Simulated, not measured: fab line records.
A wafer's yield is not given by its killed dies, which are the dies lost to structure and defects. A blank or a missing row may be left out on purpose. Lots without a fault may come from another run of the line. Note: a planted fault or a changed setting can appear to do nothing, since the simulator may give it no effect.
Matching of chambers + flow n5 finfet + rie diel-05 running N5_FIN_CUT_ETCH_21: 4 sister chambers
The step etches SOC in N2/H2, target depth 219 nm, overetch 43.8 nm, time 523.5 s. 18 wafers are shown with their chamber, then 9 later ones without.

WAFERS WITH THEIR CHAMBER
| wafer  | chamber | drypump motor current A (A) | throttle valve pct (%) | showerhead plenum p Torr (Torr) |
|--------|---------|-----------------------------|------------------------|---------------------------------|
| L075.2 | 3       | 6.4                         | 18.02                  | 2.55                            |
| L075.3 | 2       | 6.2                         | 18.04                  | 2.51                            |
| L075.4 | 2       | 6.2                         | 18.02                  | 2.51                            |
| L077.1 | 0       | 5.8                         | 17.63                  | 2.53                            |
| L077.2 | 1       | 5.3                         | 17.51                  | 2.61                            |
| L077.5 | 2       | 6.2                         | 18.04                  | 2.51                            |
| L078.1 | 1       | 5.4                         | 17.51                  | 2.61                            |
| L078.3 | 2       | 6.2                         | 18.04                  | 2.51                            |
| L078.5 | 1       | 5.4                         | 17.52                  | 2.61                            |
| L086.1 | 0       | 5.8                         | 17.67                  | 2.52                            |
| L086.4 | 1       | 5.3                         | 17.57                  | 2.60                            |
| L086.6 | 0       | 5.8                         | 17.68                  | 2.52                            |
| L090.1 | 3       | 6.4                         | 18.05                  | 2.54                            |
| L090.2 | 1       | 5.4                         | 17.55                  | 2.60                            |
| L090.3 | 0       | 5.8                         | 17.68                  | 2.52                            |
| L090.4 | 0       | 5.8                         | 17.69                  | 2.51                            |
| L090.5 | 1       | 5.4                         | 17.57                  | 2.60                            |
| L090.6 | 3       | 6.4                         | 18.03                  | 2.54                            |

SIGNATURES, as means of the wafers listed above
| reading                  | chamber 0 | chamber 1 | chamber 2 | chamber 3 | scatter within a chamber |
|--------------------------|-----------|-----------|-----------|-----------|--------------------------|
| drypump motor current A  | 5.800     | 5.367     | 6.200     | 6.400     | 0.0309                   |
| throttle valve pct       | 17.6700   | 17.5383   | 18.0350   | 18.0333   | 0.0224                   |
| showerhead plenum p Torr | 2.5200    | 2.6050    | 2.5100    | 2.5433    | 0.00546                  |
Rule: a wafer lies at a distance from a chamber equal to the root of the sum of squares, over the readings, of (its reading less the chamber's mean, divided by the reading's scatter). If the next closest chamber is less than 2 further off than the closest, the wafer can't be placed; otherwise it belongs to the closest. The scatter: take each reading less its chamber's mean, square it, sum over the shown wafers, divide by the number of wafers less the number of chambers, and take the root.

WAFERS WHOSE CHAMBER IS MISSING
| wafer  | drypump motor current A (A) | throttle valve pct (%) | showerhead plenum p Torr (Torr) |
|--------|-----------------------------|------------------------|---------------------------------|
| L091.1 | 6.4                         | 18.04                  | 2.54                            |
| L091.4 | 6.4                         | 18.05                  | 2.54                            |
| L091.6 | 5.3                         | 17.57                  | 2.60                            |
| L092.1 | 6.4                         | 18.07                  | 2.54                            |
| L092.2 | 5.8                         | 17.71                  | 2.51                            |
| L092.3 | 5.3                         | 17.57                  | 2.60                            |
| L092.4 | 6.2                         | 17.66                  | 2.50                            |
| L092.5 | 5.4                         | 17.57                  | 2.60                            |
| L092.6 | 6.2                         | 17.66                  | 2.50                            |

CHAMBER TAKEN BY EACH
| wafer  | from the rows above | in truth                   |
|--------|---------------------|----------------------------|
| L091.1 | 3                   | 3                          |
| L091.4 | 3                   | 3                          |
| L091.6 | 1                   | 1                          |
| L092.1 | 3                   | 3                          |
| L092.2 | 0                   | 0                          |
| L092.3 | 1                   | 1                          |
| L092.4 | 0                   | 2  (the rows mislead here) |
| L092.5 | 1                   | 1                          |
| L092.6 | 0                   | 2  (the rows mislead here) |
7 of 9 placed correctly. Can't be placed from these rows: 0. Placed wrongly: 2.
